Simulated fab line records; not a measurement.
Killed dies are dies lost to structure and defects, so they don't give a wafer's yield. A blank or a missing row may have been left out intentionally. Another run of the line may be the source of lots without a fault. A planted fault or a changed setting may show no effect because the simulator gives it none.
Chamber matching | flow n5_finfet | N5_BEOL_M14_TRENCH_ETCH_34 on rie_diel-05: 4 sister chambers
The step etches SiO2 in C4F8/O2/Ar, target depth 556.65 nm, time 126.9 s. 22 wafers are shown with their chamber, then 11 later ones without.

WAFERS WITH THEIR CHAMBER
wafer  | chamber | drypump_motor_current_A (A) | rf_vpp_V (V) | throttle_valve_pct (%)
L074.1 | 3       | 4.9                         | 2205         | 30.50
L074.4 | 2       | 6.6                         | 2260         | 30.89
L074.5 | 0       | 6.0                         | 2175         | 30.56
L076.2 | 0       | 6.0                         | 2174         | 30.59
L076.3 | 3       | 4.9                         | 2205         | 30.51
L076.4 | 2       | 6.6                         | 2260         | 30.88
L078.1 | 2       | 6.6                         | 2261         | 30.89
L078.4 | 2       | 6.6                         | 2260         | 30.87
L078.6 | 1       | 6.4                         | 2233         | 30.84
L081.2 | 3       | 4.9                         | 2207         | 30.51
L081.3 | 0       | 6.0                         | 2172         | 30.57
L081.5 | 0       | 6.0                         | 2173         | 30.60
L082.3 | 1       | 6.4                         | 2233         | 30.87
L082.4 | 3       | 4.9                         | 2206         | 30.52
L082.5 | 0       | 6.0                         | 2174         | 30.60
L083.2 | 2       | 6.6                         | 2258         | 30.89
L083.5 | 1       | 6.4                         | 2232         | 30.86
L083.6 | 3       | 4.9                         | 2205         | 30.51
L086.1 | 3       | 4.9                         | 2205         | 30.52
L086.3 | 1       | 6.4                         | 2231         | 30.87
L086.5 | 1       | 6.3                         | 2232         | 30.88
L090.2 | 1       | 6.4                         | 2232         | 30.88

SIGNATURES (means of the wafers above)
reading                 | chamber 0 | chamber 1 | chamber 2 | chamber 3 | scatter within a chamber
drypump_motor_current_A | 6.000     | 6.383     | 6.600     | 4.900     | 0.0215
rf_vpp_V                | 2173.60   | 2232.17   | 2259.80   | 2205.50   | 0.953
throttle_valve_pct      | 30.5840   | 30.8667   | 30.8840   | 30.5117   | 0.013
Rule: for a wafer and a chamber, the distance is found by dividing, reading by reading, the gap between the wafer's reading and the chamber's mean by the reading's scatter, squaring, summing and taking the root. The wafer belongs to the nearest chamber; if the next one is less than 2 further off, it can't be placed. The scatter: take each reading less its chamber's mean, square it, sum over the shown wafers, divide by the number of wafers less the number of chambers, and take the root.

WAFERS WITHOUT THEIR CHAMBER
wafer  | drypump_motor_current_A (A) | rf_vpp_V (V) | throttle_valve_pct (%)
L090.3 | 6.0                         | 2172         | 30.60
L090.5 | 6.3                         | 2232         | 30.89
L088.1 | 6.4                         | 2231         | 30.89
L088.3 | 4.9                         | 2205         | 30.54
L088.4 | 6.0                         | 2173         | 30.58
L093.3 | 6.4                         | 2230         | 30.89
L093.4 | 6.0                         | 2172         | 30.61
L093.6 | 6.4                         | 2230         | 30.90
L095.2 | 4.9                         | 2205         | 30.54
L095.3 | 6.0                         | 2172         | 30.60
L095.4 | 6.6                         | 2258         | 30.62

WHICH CHAMBER EACH ONE RAN IN
wafer  | from the rows above | in truth
L090.3 | 0                   | 0
L090.5 | 1                   | 1
L088.1 | 1                   | 1
L088.3 | 3                   | 3
L088.4 | 0                   | 0
L093.3 | 1                   | 1
L093.4 | 0                   | 0
L093.6 | 1                   | 1
L095.2 | 3                   | 3
L095.3 | 0                   | 0
L095.4 | 2                   | 2
Placed correctly: 11 of 11. From these rows, 0 cannot be placed. 0 placed wrongly.
